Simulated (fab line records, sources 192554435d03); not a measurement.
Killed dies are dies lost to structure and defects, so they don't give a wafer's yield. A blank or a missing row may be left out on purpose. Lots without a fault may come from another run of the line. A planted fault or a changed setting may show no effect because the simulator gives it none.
Chamber matching | flow n5_finfet | N5_HKMG_FIN_NWFM_ALD_20 on ald_metal-03: 4 sister chambers
The step deposits TiAlC, target thk 2 nm, pulse time 3 s, purge time 2 s. 20 wafers are shown with their chamber, then 10 later ones without.

WAFERS WITH THEIR CHAMBER
wafer  | chamber | heater_power_w (W) | precursor_pulse_height_rel | chamber_pressure_Torr (Torr)
L076.2 | 2       | 536                | 1.033                      | 3.001
L076.3 | 0       | 550                | 1.013                      | 2.997
L076.5 | 1       | 571                | 0.997                      | 3.006
L077.4 | 1       | 564                | 0.994                      | 3.002
L077.5 | 1       | 572                | 0.989                      | 3.019
L077.6 | 0       | 556                | 0.996                      | 3.002
L078.1 | 3       | 556                | 0.996                      | 3.002
L078.3 | 1       | 572                | 0.995                      | 3.008
L078.4 | 0       | 542                | 0.993                      | 3.003
L080.2 | 0       | 546                | 1.012                      | 2.996
L080.3 | 1       | 557                | 0.991                      | 2.999
L080.6 | 2       | 519                | 1.021                      | 3.004
L082.2 | 1       | 557                | 0.950                      | 3.003
L082.4 | 3       | 547                | 0.984                      | 3.002
L082.5 | 0       | 559                | 1.007                      | 3.003
L084.2 | 2       | 533                | 1.020                      | 3.001
L084.3 | 0       | 548                | 1.033                      | 3.004
L084.4 | 3       | 562                | 0.986                      | 2.997
L086.4 | 0       | 562                | 1.005                      | 2.998
L086.5 | 2       | 518                | 1.006                      | 3.000

SIGNATURES (means of the wafers above)
reading                    | chamber 0 | chamber 1 | chamber 2 | chamber 3 | scatter within a chamber
heater_power_w             | 551.86    | 565.50    | 526.50    | 555.00    | 7.74
precursor_pulse_height_rel | 1.00843   | 0.98600   | 1.02000   | 0.98867   | 0.0139
chamber_pressure_Torr      | 3.00043   | 3.00617   | 3.00150   | 3.00033   | 0.0046
Rule: a wafer's distance from a chamber is the root of the sum, over the readings, of the square of ((its reading less the chamber's mean) divided by the reading's scatter). The wafer belongs to the nearest chamber; if the next one is less than 2 further off, it can't be placed. The scatter: the root of (the sum of the squares of (reading less its chamber's mean) over the shown wafers, divided by (wafers less chambers)).

WAFERS WITHOUT THEIR CHAMBER
wafer  | heater_power_w (W) | precursor_pulse_height_rel | chamber_pressure_Torr (Torr)
L086.6 | 555                | 1.020                      | 3.000
L088.2 | 568                | 0.992                      | 2.992
L088.3 | 546                | 1.014                      | 3.004
L088.5 | 564                | 0.982                      | 3.000
L089.3 | 514                | 0.990                      | 2.997
L089.4 | 557                | 0.993                      | 2.993
L089.5 | 567                | 1.056                      | 3.009
L096.4 | 524                | 0.976                      | 3.000
L096.5 | 554                | 0.990                      | 2.999
L096.6 | 519                | 1.013                      | 2.989

WHICH CHAMBER EACH WENT THROUGH
wafer  | from the rows above               | in truth
L086.6 | can't be placed: 0 or 3           | 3
L088.2 | can't be placed: 3 or 0 or 1      | 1
L088.3 | can't be placed: 0 or 3 or 2      | 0
L088.5 | can't be placed: 3 or 1 or 0      | 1
L089.3 | 2                                 | 2
L089.4 | can't be placed: 3 or 0 or 1      | 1
L089.5 | can't be placed: 0 or 1 or 3 or 2 | 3
L096.4 | can't be placed: 2 or 3 or 0      | 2
L096.5 | can't be placed: 3 or 0 or 1      | 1
L096.6 | 2                                 | 2
Placed correctly: 2 of 10. Can't be placed from these rows: 8 (the true chamber is among the candidates in 8). Placed wrongly: 0.
